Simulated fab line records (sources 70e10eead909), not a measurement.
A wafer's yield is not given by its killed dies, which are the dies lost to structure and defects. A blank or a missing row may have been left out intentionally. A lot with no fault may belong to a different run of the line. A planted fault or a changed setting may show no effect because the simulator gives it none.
Which of the tools did it? / flow nand harc / Sampling: 15 lots, 45 wafers, 4 of 1159 route steps

WHAT EACH GAUGE READ, for each wafer
NHARC_A_M0_CD_MEAS_09 targets a cd of 80 nm. Usual: cd nm reads 80.0 nm (standard deviation 0.6).
lot=L127; measured=day 17 18:12; on=cd sem-03; cd nm (nm)=80.6 80.0 80.0; flag=
lot=L128; measured=day 17 18:38; on=cd sem-02; cd nm (nm)=79.7 79.3 79.8; flag=
lot=L129; measured=day 17 23:53; on=cd sem-01; cd nm (nm)=79.9 80.3 79.1; flag=
lot=L131; measured=day 18 04:39; on=cd sem-03; cd nm (nm)=80.3 80.6 80.0; flag=
lot=L136; measured=day 19 23:17; on=cd sem-01; cd nm (nm)=101.2 101.5 100.8; flag=OFF
lot=L139; measured=day 20 05:56; on=cd sem-01; cd nm (nm)=98.8 98.0 98.0; flag=OFF
lot=L140; measured=day 20 11:17; on=cd sem-02; cd nm (nm)=97.4 96.9 97.5; flag=OFF
lot=L141; measured=day 21 14:35; on=cd sem-03; cd nm (nm)=80.1 80.5 79.5; flag=
lot=L142; measured=day 21 17:26; on=cd sem-01; cd nm (nm)=79.4 78.9 79.0; flag=
lot=L144; measured=day 22 01:17; on=cd sem-03; cd nm (nm)=80.5 80.6 81.5; flag=
lot=L146; measured=day 22 18:23; on=cd sem-03; cd nm (nm)=80.5 80.8 80.4; flag=
lot=L147; measured=day 22 23:19; on=cd sem-02; cd nm (nm)=79.0 79.1 79.4; flag=
lot=L145; measured=day 23 06:49; on=cd sem-02; cd nm (nm)=79.8 80.5 79.7; flag=
lot=L148; measured=day 23 08:46; on=cd sem-02; cd nm (nm)=80.6 80.1 80.2; flag=
lot=L149; measured=day 23 13:14; on=cd sem-03; cd nm (nm)=79.9 80.2 79.3; flag=

EACH LOT AND THE TOOL THAT RAN IT (in order: tool; ch and the chambers of the sampled wafers; start)
lot=L127; NHARC_A_BLC_ETCH_16=rie diel-12 ch 0,1,3, day 17 13:47; NHARC_A_BLC_CVD_24=cvd w-02 ch 0, day 17 18:04 or earlier; NHARC_A_M0_EXPOSE_06=arfi scanner-03 ch 0, day 17 18:04
lot=L128; NHARC_A_BLC_ETCH_16=rie diel-01 ch 0,2, day 17 14:19; NHARC_A_BLC_CVD_24=cvd w-02 ch 0,1, day 17 18:30 or earlier; NHARC_A_M0_EXPOSE_06=arfi scanner-02 ch 0, day 17 18:30
lot=L129; NHARC_A_BLC_ETCH_16=rie diel-01 ch 1,2, day 17 17:34; NHARC_A_BLC_CVD_24=cvd w-02 ch 0,1, day 17 23:45 or earlier; NHARC_A_M0_EXPOSE_06=arfi scanner-01 ch 0, day 17 23:45
lot=L131; NHARC_A_BLC_ETCH_16=rie diel-01 ch 0,1,2, day 18 00:34; NHARC_A_BLC_CVD_24=cvd w-02 ch 0,1, day 18 04:31 or earlier; NHARC_A_M0_EXPOSE_06=arfi scanner-01 ch 0, day 18 04:31
lot=L136; NHARC_A_BLC_ETCH_16=rie diel-12 ch 2,3, day 19 15:52; NHARC_A_BLC_CVD_24=cvd w-01 ch 0,1, day 19 23:09 or earlier; NHARC_A_M0_EXPOSE_06=arfi scanner-02 ch 0, day 19 23:09
lot=L139; NHARC_A_BLC_ETCH_16=rie diel-12 ch 0,1, day 19 23:48; NHARC_A_BLC_CVD_24=cvd w-01 ch 0,1, day 20 05:48 or earlier; NHARC_A_M0_EXPOSE_06=arfi scanner-02 ch 0, day 20 05:48
lot=L140; NHARC_A_BLC_ETCH_16=rie diel-01 ch 1,3, day 20 06:00; NHARC_A_BLC_CVD_24=cvd w-01 ch 0,1, day 20 11:09 or earlier; NHARC_A_M0_EXPOSE_06=arfi scanner-02 ch 0, day 20 11:09
lot=L141; NHARC_A_BLC_ETCH_16=rie diel-01 ch 2,3, day 21 00:24; NHARC_A_BLC_CVD_24=cvd w-02 ch 1, day 21 14:26 or earlier; NHARC_A_M0_EXPOSE_06=arfi scanner-03 ch 0, day 21 14:26
lot=L142; NHARC_A_BLC_ETCH_16=rie diel-01 ch 1,3, day 21 09:47; NHARC_A_BLC_CVD_24=cvd w-01 ch 1, day 21 17:17 or earlier; NHARC_A_M0_EXPOSE_06=arfi scanner-01 ch 0, day 21 17:17
lot=L144; NHARC_A_BLC_ETCH_16=rie diel-02 ch 1,2,3, day 21 17:05; NHARC_A_BLC_CVD_24=cvd w-02 ch 0,1, day 22 01:09 or earlier; NHARC_A_M0_EXPOSE_06=arfi scanner-03 ch 0, day 22 01:09
lot=L146; NHARC_A_BLC_ETCH_16=rie diel-01 ch 0,2,3, day 22 14:10; NHARC_A_BLC_CVD_24=cvd w-01 ch 0,1, day 22 18:14 or earlier; NHARC_A_M0_EXPOSE_06=arfi scanner-01 ch 0, day 22 18:14
lot=L147; NHARC_A_BLC_ETCH_16=rie diel-01 ch 1,2,3, day 22 17:26; NHARC_A_BLC_CVD_24=cvd w-01 ch 0,1, day 22 23:10 or earlier; NHARC_A_M0_EXPOSE_06=arfi scanner-01 ch 0, day 22 23:10
lot=L145; NHARC_A_BLC_ETCH_16=rie diel-12 ch 0,1,3, day 23 00:02; NHARC_A_BLC_CVD_24=cvd w-01 ch 0, day 23 06:40 or earlier; NHARC_A_M0_EXPOSE_06=arfi scanner-03 ch 0, day 23 06:40
lot=L148; NHARC_A_BLC_ETCH_16=rie diel-01 ch 0,2,3, day 23 01:39; NHARC_A_BLC_CVD_24=cvd w-01 ch 0, day 23 08:38 or earlier; NHARC_A_M0_EXPOSE_06=arfi scanner-01 ch 0, day 23 08:38
lot=L149; NHARC_A_BLC_ETCH_16=rie diel-12 ch 1,3, day 23 09:02; NHARC_A_BLC_CVD_24=cvd w-01 ch 0, day 23 13:05 or earlier; NHARC_A_M0_EXPOSE_06=arfi scanner-03 ch 0, day 23 13:05
- NHARC_A_BLC_ETCH_16: etches the open film in CF4, target depth 39 nm, time 65 s.
- NHARC_A_BLC_CVD_24: deposits W, target thk 150 nm, time 434 s.
- NHARC_A_M0_EXPOSE_06: exposes mask A M0, target cd 80 nm.

WHAT THE TOOLS THEMSELVES READ (means of the sampled wafers that have a number; where no wafer has one, the mark that the record gives instead)
NHARC_A_BLC_ETCH_16. Usual: drypump motor current A 5.7 A, standard deviation 0.43; oes product au 1.001 a.u., standard deviation 0.0075; rf vpp V 151.3 V, standard deviation 1.3; showerhead plenum p Torr 1.78 Torr, standard deviation 0.077; throttle valve pct 13.284 %, standard deviation 0.0096.
lot=L127; tool=rie diel-12; drypump motor current A (A)=5.4; oes product au (a.u.)=1.006; rf vpp V (V)=152.1; showerhead plenum p Torr (Torr)=1.81; throttle valve pct (%)=13.292; flag=
lot=L128; tool=rie diel-01; drypump motor current A (A)=5.6; oes product au (a.u.)=0.995; rf vpp V (V)=151.3; showerhead plenum p Torr (Torr)=1.79; throttle valve pct (%)=13.285; flag=
lot=L129; tool=rie diel-01; drypump motor current A (A)=6.2; oes product au (a.u.)=0.995; rf vpp V (V)=152.2; showerhead plenum p Torr (Torr)=1.87; throttle valve pct (%)=13.283; flag=
lot=L131; tool=rie diel-01; drypump motor current A (A)=5.9; oes product au (a.u.)=0.998; rf vpp V (V)=151.9; showerhead plenum p Torr (Torr)=1.83; throttle valve pct (%)=13.285; flag=
lot=L136; tool=rie diel-12; drypump motor current A (A)=5.2; oes product au (a.u.)=1.004; rf vpp V (V)=151.5; showerhead plenum p Torr (Torr)=1.74; throttle valve pct (%)=13.279; flag=
lot=L139; tool=rie diel-12; drypump motor current A (A)=5.6; oes product au (a.u.)=1.006; rf vpp V (V)=151.6; showerhead plenum p Torr (Torr)=1.83; throttle valve pct (%)=13.293; flag=
lot=L140; tool=rie diel-01; drypump motor current A (A)=5.8; oes product au (a.u.)=1.008; rf vpp V (V)=151.0; showerhead plenum p Torr (Torr)=1.75; throttle valve pct (%)=13.287; flag=
lot=L141; tool=rie diel-01; drypump motor current A (A)=5.8; oes product au (a.u.)=1.000; rf vpp V (V)=150.7; showerhead plenum p Torr (Torr)=1.74; throttle valve pct (%)=13.290; flag=
lot=L142; tool=rie diel-01; drypump motor current A (A)=6.0; oes product au (a.u.)=1.004; rf vpp V (V)=151.3; showerhead plenum p Torr (Torr)=1.81; throttle valve pct (%)=13.283; flag=
lot=L144; tool=rie diel-02; drypump motor current A (A)=5.3; oes product au (a.u.)=1.004; rf vpp V (V)=149.1; showerhead plenum p Torr (Torr)=1.66; throttle valve pct (%)=13.279; flag=
lot=L146; tool=rie diel-01; drypump motor current A (A)=5.7; oes product au (a.u.)=0.989; rf vpp V (V)=150.9; showerhead plenum p Torr (Torr)=1.76; throttle valve pct (%)=13.283; flag=
lot=L147; tool=rie diel-01; drypump motor current A (A)=6.0; oes product au (a.u.)=1.002; rf vpp V (V)=151.5; showerhead plenum p Torr (Torr)=1.81; throttle valve pct (%)=13.282; flag=
lot=L145; tool=rie diel-12; drypump motor current A (A)=5.4; oes product au (a.u.)=1.006; rf vpp V (V)=152.3; showerhead plenum p Torr (Torr)=1.80; throttle valve pct (%)=13.289; flag=
lot=L148; tool=rie diel-01; drypump motor current A (A)=5.7; oes product au (a.u.)=1.000; rf vpp V (V)=151.8; showerhead plenum p Torr (Torr)=1.76; throttle valve pct (%)=13.273; flag=
lot=L149; tool=rie diel-12; drypump motor current A (A)=5.1; oes product au (a.u.)=1.001; rf vpp V (V)=150.8; showerhead plenum p Torr (Torr)=1.79; throttle valve pct (%)=13.286; flag=

NHARC_A_BLC_CVD_24. Usual: heater power w 467 W, standard deviation 24; throttle valve pct 7.96 %, standard deviation 0.24.
lot=L127; tool=cvd w-02; heater power w (W)=442; throttle valve pct (%)=7.77; flag=
lot=L128; tool=cvd w-02; heater power w (W)=439; throttle valve pct (%)=7.67; flag=
lot=L129; tool=cvd w-02; heater power w (W)=433; throttle valve pct (%)=7.77; flag=
lot=L131; tool=cvd w-02; heater power w (W)=444; throttle valve pct (%)=7.57; flag=
lot=L136; tool=cvd w-01; heater power w (W)=490; throttle valve pct (%)=8.10; flag=
lot=L139; tool=cvd w-01; heater power w (W)=493; throttle valve pct (%)=8.12; flag=
lot=L140; tool=cvd w-01; heater power w (W)=488; throttle valve pct (%)=8.07; flag=
lot=L141; tool=cvd w-02; heater power w (W)=436; throttle valve pct (%)=7.86; flag=
lot=L142; tool=cvd w-01; heater power w (W)=463; throttle valve pct (%)=8.18; flag=
lot=L144; tool=cvd w-02; heater power w (W)=431; throttle valve pct (%)=7.92; flag=
lot=L146; tool=cvd w-01; heater power w (W)=469; throttle valve pct (%)=8.11; flag=
lot=L147; tool=cvd w-01; heater power w (W)=474; throttle valve pct (%)=8.07; flag=
lot=L145; tool=cvd w-01; heater power w (W)=479; throttle valve pct (%)=8.00; flag=
lot=L148; tool=cvd w-01; heater power w (W)=479; throttle valve pct (%)=8.27; flag=
lot=L149; tool=cvd w-01; heater power w (W)=483; throttle valve pct (%)=8.27; flag=

NHARC_A_M0_EXPOSE_06. Usual: exposure dose mJ cm2 reads 83.23 (standard deviation 0.082).
lot=L127; tool=arfi scanner-03; exposure dose mJ cm2=83.28; flag=
lot=L128; tool=arfi scanner-02; exposure dose mJ cm2=83.10; flag=
lot=L129; tool=arfi scanner-01; exposure dose mJ cm2=83.24; flag=
lot=L131; tool=arfi scanner-01; exposure dose mJ cm2=83.25; flag=
lot=L136; tool=arfi scanner-02; exposure dose mJ cm2=116.99; flag=OFF
lot=L139; tool=arfi scanner-02; exposure dose mJ cm2=110.15; flag=OFF
lot=L140; tool=arfi scanner-02; exposure dose mJ cm2=108.65; flag=OFF
lot=L141; tool=arfi scanner-03; exposure dose mJ cm2=83.17; flag=
lot=L142; tool=arfi scanner-01; exposure dose mJ cm2=83.25; flag=
lot=L144; tool=arfi scanner-03; exposure dose mJ cm2=83.11; flag=
lot=L146; tool=arfi scanner-01; exposure dose mJ cm2=83.22; flag=
lot=L147; tool=arfi scanner-01; exposure dose mJ cm2=83.30; flag=
lot=L145; tool=arfi scanner-03; exposure dose mJ cm2=83.25; flag=
lot=L148; tool=arfi scanner-01; exposure dose mJ cm2=83.25; flag=
lot=L149; tool=arfi scanner-03; exposure dose mJ cm2=83.16; flag=

THE ANSWER, worked out from the rows above alone
Rule: lot off if the mean of its wafers having a number is beyond 3 standard deviations from the usual mean. A lot without any number at a reading at which 4 lots or more have one is off too. Where the step has rows for the other lots, those lots are counted as sound. After the gauges, taken in route order, come the tools' own readings; for these a lot's mean is taken, as printed above. At the first step where some lot is off, the reading lying furthest off is the one used; lots without a number count as furthest.
Off at NHARC_A_M0_CD_MEAS_09 (cd nm): L136, L139, L140.
A tool fits if, at a process step before that reading, it ran every lot that is off, and no sound lot after the first of them. Not tried: the gauges at NHARC_A_M0_CD_MEAS_09; whatever is off there is also off at NHARC_A_M0_EXPOSE_06, on other tools, and gauge error can't account for it. NHARC_A_BLC_CVD_24 gives no start for some lots, so the hours and the order of its lots are those of NHARC_A_M0_EXPOSE_06. One fits: arfi scanner-02 at NHARC_A_M0_EXPOSE_06. A fault onset in the window from L128 (day 17 18:30, its last sound lot) to L136 (day 19 23:09, its first lot off) fits.
The tool's own readings at NHARC_A_M0_EXPOSE_06 bear it out: on the lots that are off they differ by more than 5 times the standard deviation of the sound lots' means. exposure dose mJ cm2 reads 111.93 there against 83.22 on the sound lots.

WHAT THE SIMULATOR HAD PUT IN
Process parameters drifting: arfi scanner-02 at NHARC_A_M0_EXPOSE_06, beginning at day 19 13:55. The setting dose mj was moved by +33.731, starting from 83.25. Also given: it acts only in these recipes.
Lots struck among those shown: L136, L139, L140. The rule above reached the same finding.
